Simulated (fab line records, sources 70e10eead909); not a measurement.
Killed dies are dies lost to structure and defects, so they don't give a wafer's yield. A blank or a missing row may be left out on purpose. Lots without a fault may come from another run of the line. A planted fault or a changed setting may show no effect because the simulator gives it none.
Problem report in the 8D (eight disciplines) form, filled by code | flow nand_harc | the parts of the form that need people (team, actions taken, sign-off) are left out

1. THE PROBLEM
oes_product_au at NHARC_A_M1_ETCH_15 reads a mean of 0.871 a.u. on 2 wafers of 1 lot; wafers without a fault read 0.953 a.u. with a standard deviation of 0.019. That is -4.3 standard deviations from the usual mean.
The step: etches the open film in C4F8/Ar, target depth 182.5 nm, time 91.2 s.
First seen on wafer L966.1, day 26 04:34, on rie_diel-05. The record holds 15 wafers of 5 lots with a number at this step. Rule for "out", or "out of limits": more than 4 standard deviations from the usual mean. The other wafers with a number count as sound.

2. WHAT IT IS AND WHAT IT IS NOT
question                    | is                | is not
which readings at this step | oes_product_au    | rf_vpp_V
which lots                  | L966              | L963, L982, L984, L986
which wafers of those lots  | L966.1, L966.5    | L966.6
read on which tools         | rie_diel-05       | rie_diel-02
when                        | from day 26 04:34 | up to then (4 sound wafers); but 9 sound wafers of L982, L984, L986 came after

3. SUSPECTS, AND WHAT RULES EACH OUT
Counting: a tool at a process step up to the reading stays a suspect if it ran every lot that is out. Sound lots after the first of them don't rule it out here, since some wafers of a struck lot are sound.
- rie_diel-05 at NHARC_A_M1_DESCUM_14 (chemistry O2, time 3 s): kept. It ran the lot that is out, L966 (day 26 04:25); its last sound lot up to then is L963 (day 23 12:59).
- rie_diel-05 at NHARC_A_M1_ETCH_35 (etches the open film in N2/H2, target depth 40 nm, overetch 12 nm, time 43.94 s): kept. It ran the lot that is out, L966 (day 26 04:29); its last sound lot up to then is L963 (day 23 13:04).
- rie_diel-05 at NHARC_A_M1_ETCH_15 (etches the open film in C4F8/Ar, target depth 182.5 nm, time 91.2 s): kept. It ran the lot that is out, L966 (day 26 04:34); its last sound lot up to then is L963 (day 23 13:09). Its own readings are out on those wafers: oes_product_au.
- Within rie_diel-05 at NHARC_A_M1_DESCUM_14: the wafers that are out ran in chambers 1, 3; their sound lot-mates ran in chamber 0.
- Within rie_diel-05 at NHARC_A_M1_ETCH_35: the wafers that are out ran in chamber 3; their sound lot-mates ran in chamber 0.
- Within rie_diel-05 at NHARC_A_M1_ETCH_15: the wafers that are out ran in chamber 1; their sound lot-mates ran in chamber 2.
Left after counting: rie_diel-05 at NHARC_A_M1_DESCUM_14, rie_diel-05 at NHARC_A_M1_ETCH_35, rie_diel-05 at NHARC_A_M1_ETCH_15.

4. THE CAUSE (what the simulator had put in)
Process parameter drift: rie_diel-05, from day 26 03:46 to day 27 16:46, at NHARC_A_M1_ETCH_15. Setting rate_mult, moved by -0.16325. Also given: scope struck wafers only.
Counting left 3 suspects, and this tool is among them.

5. THE CHAIN OF EFFECTS, in route order
Each row: a reading whose mean over the struck wafers that have a number lies more than 3 standard deviations from the usual. Only readings for which the record gives a usual standard deviation are gone through. hours: the time from each lot's start at the first step in this table that gives one to its start at this step, as a median over the lots. sigmas: the change in usual standard deviations.
hours | step               | reading        | usual      | on struck wafers | change | sigmas
0     | NHARC_A_M1_ETCH_15 | oes_product_au | 0.953 a.u. | 0.871            | -0.082 | -4.3
The process steps in it:
- NHARC_A_M1_ETCH_15: etches the open film in C4F8/Ar, target depth 182.5 nm, time 91.2 s.
Later measuring or inspecting steps at which every struck wafer that the step has a row for has a number for every such reading, and none has moved that far: NHARC_A_M1_CD_MEAS_16.

6. WHAT WOULD HAVE CAUGHT IT SOONER
In this record the first reading out of limits was taken at day 26 04:34, 1 hour after the fault began at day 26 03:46.
